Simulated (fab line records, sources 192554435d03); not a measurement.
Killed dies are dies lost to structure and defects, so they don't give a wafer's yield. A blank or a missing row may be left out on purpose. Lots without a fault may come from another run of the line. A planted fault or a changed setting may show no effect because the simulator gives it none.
One fault seen from 3 desks | flow n5_finfet | each desk has only its own numbers; what lay behind them comes last

THE METROLOGY DESK
What the gauges read, lot by lot, whatever tool the lot ran on: means of the sampled wafers that have a number. A lot is out of limits, marked OUT, if its mean lies more than 4 standard deviations from the usual mean; the brackets give that distance. Of its 12 readings 7 are shown: those that lie furthest out on some lot.
Columns: A = V1_OVL at N5_BEOL_M2_OVL_MEAS_29, usual -0.4 nm; B = DIBL_N at N5_BEOL_M4_RC_MEAS_101, usual 36.3 mV/V; C = IOFF_N at N5_BEOL_M4_RC_MEAS_101, usual 0.155 nA/um; D = IOFF_P at N5_BEOL_M4_RC_MEAS_101, usual 0.211 nA/um; E = ION_N at N5_BEOL_M4_RC_MEAS_101, usual 672 uA/um; F = SS_N at N5_BEOL_M4_RC_MEAS_101, usual 71.5 mV/dec; G = VT_P at N5_BEOL_M4_RC_MEAS_101, usual -249.8 mV
lot  | first seen here | A    | B    | C     | D     | E   | F    | G
L209 | day 7 22:27     | -0.6 | 36.2 | 0.151 | 0.234 | 671 | 71.4 | -248.4
L213 | day 8 18:34     | -0.8 | 36.4 | 0.168 | 0.208 | 678 | 71.5 | -249.8
L214 | day 9 01:55     | 0.2  | 35.1 | 0.128 | 0.176 | 662 | 70.7 | -253.2
L223 | day 11 01:41    | -0.7 | 36.2 | 0.163 | 0.209 | 683 | 71.6 | -248.8
L228 | day 12 11:55    | 0.7  | 35.9 | 0.159 | 0.206 | 674 | 72.2 | -249.9
L229 | day 13 14:20    | -0.9 | 36.9 | 0.165 | 0.224 | 673 | 72.3 | -248.8
This desk's finding: nothing out of limits on any of the 6 lots.

THE DEFECT DESK
What the inspections along the route counted, lot by lot: means of the sampled wafers that have a number. A lot is out of limits, marked OUT, if its mean lies more than 4 standard deviations from the usual mean; the brackets give that distance.
Columns: A = raw_defect_count at N5_BEOL_M2_INSPECT_30, usual 378
lot  | first seen here | A
L209 | day 7 22:32     | 405
L213 | day 8 18:40     | 326
L214 | day 9 02:00     | 322
L223 | day 11 01:47    | 381
L228 | day 12 12:00    | 497
L229 | day 13 14:26    | 322
This desk's finding: nothing out of limits on any of the 6 lots.

THE TOOL OWNER'S DESK: rie_diel-02
The tool's own readings at N5_BEOL_M2_VIA_ETCH_34 (etches the open film in C4F6/O2, target depth 69.4 nm, time 65.9 s): means of the sampled wafers that have a number, for each lot that ran on this tool. A lot is out of limits, marked OUT, if its mean lies more than 4 standard deviations from the usual mean; the brackets give that distance.
Columns: A = drypump_motor_current_A at N5_BEOL_M2_VIA_ETCH_34, usual 5.7 A; B = mfc_ar_sccm at N5_BEOL_M2_VIA_ETCH_34, usual 299.9 sccm; C = oes_product_au at N5_BEOL_M2_VIA_ETCH_34, usual 0.80 a.u.; D = rf_vpp_V at N5_BEOL_M2_VIA_ETCH_34, usual 667 V; E = run_length_s at N5_BEOL_M2_VIA_ETCH_34, usual 89.2 s; F = showerhead_plenum_p_Torr at N5_BEOL_M2_VIA_ETCH_34, usual 2.88 Torr; G = throttle_valve_pct at N5_BEOL_M2_VIA_ETCH_34, usual 30.77 %
lot  | first seen here | A   | B     | C    | D   | E    | F    | G
L213 | day 9 06:45     | 5.6 | 300.3 | 0.73 | 666 | 87.8 | 2.72 | 30.77
L214 | day 9 14:26     | 5.7 | 299.3 | 0.74 | 669 | 87.7 | 2.87 | 30.75
L223 | day 12 18:51    | 5.7 | 299.2 | 0.72 | 670 | 89.2 | 2.86 | 30.77
L228 | day 14 01:40    | 5.7 | 300.6 | 0.75 | 672 | 88.7 | 2.94 | 30.83
This desk's finding: nothing out of limits on any of the 4 lots.

PUT TOGETHER
The metrology desk saw nothing out of limits.
The defect desk saw nothing out of limits.
The tool owner's desk saw nothing out of limits.

WHAT THE SIMULATOR HAD PUT IN
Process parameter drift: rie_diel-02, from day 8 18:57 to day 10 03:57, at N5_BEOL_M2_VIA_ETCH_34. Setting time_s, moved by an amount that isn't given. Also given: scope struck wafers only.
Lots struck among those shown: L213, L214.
